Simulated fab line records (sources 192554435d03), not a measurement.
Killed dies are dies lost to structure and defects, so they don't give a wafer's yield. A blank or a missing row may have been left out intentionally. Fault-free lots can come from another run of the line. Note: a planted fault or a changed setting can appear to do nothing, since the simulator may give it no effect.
Split-lot study + flow n5-finfet + route with 1938 steps; 7 lots, 39 wafers read

## THE SPLIT ITSELF
At N5_GATE_CUT_ETCH_58 (etches SiNx in CH3F/O2, target depth 17 nm, time 128.6 s), the setting time-s was moved away from the recipe's 128.6 s on 6 of the 39 wafers read, by -30.8% to -26.5%. This setting was run at the recipe's value on the other wafers.

The split's own step is where the reading is taken.

## THE READING
etch.depth-nm (the simulator's own value, which no gauge read), in nm, at N5_GATE_CUT_ETCH_58 (etches SiNx in CH3F/O2, target depth 17 nm, time 128.6 s). No usual value for it is given in the file. The 33 wafers here that ran the recipe average 17.02 nm, standard deviation 0.26 nm.

| wafer  | tool, chamber at the split | time-s as run, s | against the recipe | etch.depth-nm, nm | against lot-mates on the recipe |
|--------|----------------------------|------------------|--------------------|-------------------|---------------------------------|
| L079.1 | rie-diel-03, 1             | 88.98            | -30.8%             | 11.77             | -4.98                           |
| L079.2 | rie-diel-03, 3             | 88.98            | -30.8%             | 11.53             | -5.22                           |
| L079.3 | rie-diel-03, 2             | 88.98            | -30.8%             | 11.56             | -5.19                           |
| L079.4 | rie-diel-03, 1             | 128.6            | recipe             | 16.84             | -                               |
| L079.5 | rie-diel-03, 3             | 128.6            | recipe             | 16.68             | -                               |
| L079.6 | rie-diel-03, 2             | 128.6            | recipe             | 16.73             | -                               |
| L080.1 | rie-diel-03, 2             | 128.6            | recipe             | 16.83             | -                               |
| L080.2 | rie-diel-03, 3             | 94.51            | -26.5%             | 12.2              | -4.72                           |
| L080.3 | rie-diel-03, 0             | 128.6            | recipe             | 17.1              | -                               |
| L080.4 | rie-diel-03, 1             | 128.6            | recipe             | 16.84             | -                               |
| L080.5 | rie-diel-03, 0             | 94.51            | -26.5%             | 12.64             | -4.28                           |
| L080.6 | rie-diel-03, 1             | 94.51            | -26.5%             | 12.34             | -4.58                           |
| L081.1 | rie-diel-03, 3             | 128.6            | recipe             | 16.81             | -                               |
| L081.2 | rie-diel-03, 2             | 128.6            | recipe             | 16.85             | -                               |
| L081.3 | rie-diel-03, 1,2           | 128.6            | recipe             | 16.94             | -                               |
| L081.5 | rie-diel-03, 1,2           | 128.6            | recipe             | 16.94             | -                               |
| L081.4 | rie-diel-03, 0             | 128.6            | recipe             | 17.38             | -                               |
| L081.6 | rie-diel-03, 3             | 128.6            | recipe             | 16.75             | -                               |
| L083.1 | rie-diel-02, 1             | 128.6            | recipe             | 17.29             | -                               |
| L083.2 | rie-diel-02, 0             | 128.6            | recipe             | 17.32             | -                               |
| L083.3 | rie-diel-02, 2             | 128.6            | recipe             | 16.88             | -                               |
| L083.4 | rie-diel-02, 0             | 128.6            | recipe             | 17.31             | -                               |
| L083.5 | rie-diel-02, 1             | 128.6            | recipe             | 17.25             | -                               |
| L083.6 | rie-diel-02, 2             | 128.6            | recipe             | 16.86             | -                               |
| L085.1 | rie-diel-02, 0             | 128.6            | recipe             | 17.18             | -                               |
| L085.2 | rie-diel-02, 1             | 128.6            | recipe             | 17.02             | -                               |
| L085.3 | rie-diel-02, 2             | 128.6            | recipe             | 16.88             | -                               |
| L085.4 | rie-diel-02, 1             | 128.6            | recipe             | 17.1              | -                               |
| L085.5 | rie-diel-02, 0             | 128.6            | recipe             | 17.13             | -                               |
| L085.6 | rie-diel-02, 2             | 128.6            | recipe             | 16.82             | -                               |
| L089.1 | rie-diel-06, 0             | 128.6            | recipe             | 16.59             | -                               |
| L089.2 | rie-diel-06, 1             | 128.6            | recipe             | 17.21             | -                               |
| L089.3 | rie-diel-06, 2             | 128.6            | recipe             | 16.97             | -                               |
| L089.4 | rie-diel-06, 3             | 128.6            | recipe             | 16.81             | -                               |
| L089.5 | rie-diel-06, 1             | 128.6            | recipe             | 17.29             | -                               |
| L089.6 | rie-diel-06, 2             | 128.6            | recipe             | 16.77             | -                               |
| L093.2 | rie-diel-02, 3             | 128.6            | recipe             | 17.56             | -                               |
| L093.3 | rie-diel-02, 0             | 128.6            | recipe             | 16.97             | -                               |
| L093.6 | rie-diel-02, 3             | 128.6            | recipe             | 17.7              | -                               |
The file does not say which wafer passed through which chamber wherever a row lists several chambers: such a row stands for several wafers.

THE FIT
A straight line over all 39 wafers: etch.depth-nm changes by +0.175 nm for each +1% of time-s; r = +0.99; the points scatter about the line by 0.25 nm.
The same after taking each lot's own level away (the mean of its wafers on the recipe; 39 wafers): +0.168 nm for each +1%; r = +0.99; scatter 0.2 nm.
According to that fit, moving time-s by its largest amount changes the reading by 5.2 nm.
From 16.750 to 17.410 nm: that is the span of the lots' own levels, equal to 2.6 times the standard deviation above.
Hence the lot-to-lot level has little effect on the slope; both slopes agree.
Check: with one of the wafers moved furthest among these (-30.8%) left out of the fit, the line predicts -5.24 nm for it against its lot-mates. It came out at -4.98 nm against them.

## FURTHER SPLITS ON THESE WAFERS
Other splits were also applied to these wafers ahead of the reading. Each is held against what the fit with the lots' levels taken away leaves over:
| other split on the same wafers | wafers away from the commonest value | r with etch.depth-nm (lot level and that fit taken away) |
|--------------------------------|--------------------------------------|----------------------------------------------------------|
| N5_FIN_SAQP_PECVD_06 time-s    | 18                                   | -0.16                                                    |
| N5_SPACER0_ALD_07 target-thk-a | 9                                    | -0.05                                                    |
| N5_SDB_ALD_29 ald-cycles       | 12                                   | +0.21                                                    |

## THE FILE'S OWN FIT
etch.depth-nm changes by +0.168 nm for each +1% of time-s, r = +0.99.
